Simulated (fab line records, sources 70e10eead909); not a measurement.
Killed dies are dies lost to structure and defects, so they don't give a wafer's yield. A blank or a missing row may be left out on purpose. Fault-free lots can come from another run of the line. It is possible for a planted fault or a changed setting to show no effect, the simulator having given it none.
A struck lot beside a sound one / flow nand harc / 20 steps out of a route of 1302
Sound: wafers L443.1, L443.2, L443.4. Struck: wafer L451.2; the same lot's L451.1 was not struck, so it is left out; see the end for the cause.
For every step that has rows: the tool of each side, followed by ch and its chambers, followed by its first start. Under that, the readings that differ: sound wafers / struck wafers / difference of the means / sigmas: that difference in standard deviations of wafers without a fault.
alike: same words and numbers on both sides, and readings whose means sit less than 2 such deviations apart. not compared: any withheld reading, any reading some wafer has no value for, any bound like >300 that may hide the same value, and any number with overlapping values for which the record gives no deviation.
The two part at a step that has a row with sigmas, a row that says differs or no value, or rows on one side only. Numbers that don't overlap but have no deviation are shown without sigmas and don't part them. Lack of a reading on every wafer of one side parts them only where that side has two or more wafers.

first, 2 steps without rows for these wafers: NHARC_A_SLIT_PRECLEAN_19 (cleans in SC1); NHARC_A_SLIT_SRD_20.
NHARC_A_SLIT_CD_MEAS_21:
  struck on cd sem-01, day 24 08:05; sound on cd sem-02, day 20 23:08
  alike: cd nm
then, 3 steps without rows for these wafers: NHARC_A_SIN_REMOVE_WET_00 (chemistry H3PO4, time 15300 s); NHARC_A_SIN_REMOVE_PRECLEAN_01 (cleans in SC1); NHARC_A_SIN_REMOVE_SRD_02.
NHARC_A_SIN_REMOVE_INSPECT_04:
  struck on defect inspect-01, day 24 15:40; sound on defect inspect-02, day 21 05:42
  alike: raw defect count
NHARC_A_WL_FILL_ALD_00: deposits Al2O3, target thk 3 nm, pulse time 3 s, ald cycles 30.
  sound on ald hk-01 ch 0,1,2, day 21 05:48; struck on ald hk-02 ch 0, day 24 15:47
  alike: heater power outer w, heater power w, precursor pulse height rel
NHARC_A_WL_FILL_RTA_01: time 5 s.
  sound on rtp anneal-02 ch 0, day 21 06:04; struck on rtp anneal-02 ch 0, day 24 15:59
  alike: lamp power pct, wafer_temp_C_max
then, 1 step without rows for these wafers: NHARC_A_WL_FILL_ALD_02 (deposits TiN, target thk 2 nm, pulse time 3 s, ald cycles 100).
NHARC_A_WL_FILL_CVD_03: deposits W, target thk 40 nm, time 279 s.
  sound on cvd w-02 ch 0,1, day 21 06:43; struck on cvd w-02 ch 0, day 24 16:38
  alike: heater power outer w, heater power w, throttle valve pct
NHARC_A_WL_FILL_ETCHBACK_04: etches the open film in NF3, target depth 60 nm, time 120 s.
  sound on rie metal-02 ch 0,1, day 21 07:07; struck on rie metal-01 ch 1, day 24 17:00
  alike: drypump motor current A, oes product au
  not compared: rf hours counter h
NHARC_A_WL_FILL_ETCHBACK_05: etches the open film in Cl2/BCl3, target depth 22 nm, time 60 s.
  sound on rie metal-02 ch 0,1, day 21 07:21; struck on rie metal-01 ch 0, day 24 17:14
  alike: drypump motor current A, oes product au
  not compared: rf hours counter h
then, 5 steps without rows for these wafers: NHARC_A_WL_FILL_STRIP_27 (strips in N2/H2, time 20 s); NHARC_A_WL_FILL_STRIP_28 (strips in post etch residue remover, time 1200 s); NHARC_A_WL_FILL_PRECLEAN_06 (cleans in DIW, time 300 s); NHARC_A_WL_FILL_SRD_07; NHARC_A_WL_FILL_ANNEAL_08 (time 1800 s).
NHARC_A_WL_FILL_ALD_10: deposits SiO2, target thk 50 nm, pulse time 10 s, ald cycles 500.
  sound on ald hk-01 ch 0,1,3, day 21 13:36; struck on ald hk-04 ch 2, day 25 03:45
reading=hold; sound=- - -; struck=await dispo/1.2h/release; difference=no value on the sound wafers; sigmas=
  alike: heater power outer w, heater power w, precursor pulse height rel
-- record jumps: 5 days between struck wafers' starts before vs after; left off in module A_WL_FILL, resumes in module END, first step shown is number 1302 of the route --
NHARC_END_SORT_01:
  sound on prober-01 ch 0, day 25 11:32; struck on prober-01 ch 0, day 30 05:17
reading=hold; sound=- - -; struck=await dispo/1.2h/release; difference=no value on the sound wafers; sigmas=
reading=killed at array; sound=62 61 59; struck=670; difference=+609; sigmas=+30
reading=killed dies; sound=66 75 67; struck=677; difference=+608; sigmas=+30
  alike: killed at other, killed at periphery, killed open, killed short

## WHERE THEY PART
Last at NHARC_END_SORT_01 as far as this record goes, first at NHARC_A_WL_FILL_ALD_10.

WHY: what had been put in by the simulator
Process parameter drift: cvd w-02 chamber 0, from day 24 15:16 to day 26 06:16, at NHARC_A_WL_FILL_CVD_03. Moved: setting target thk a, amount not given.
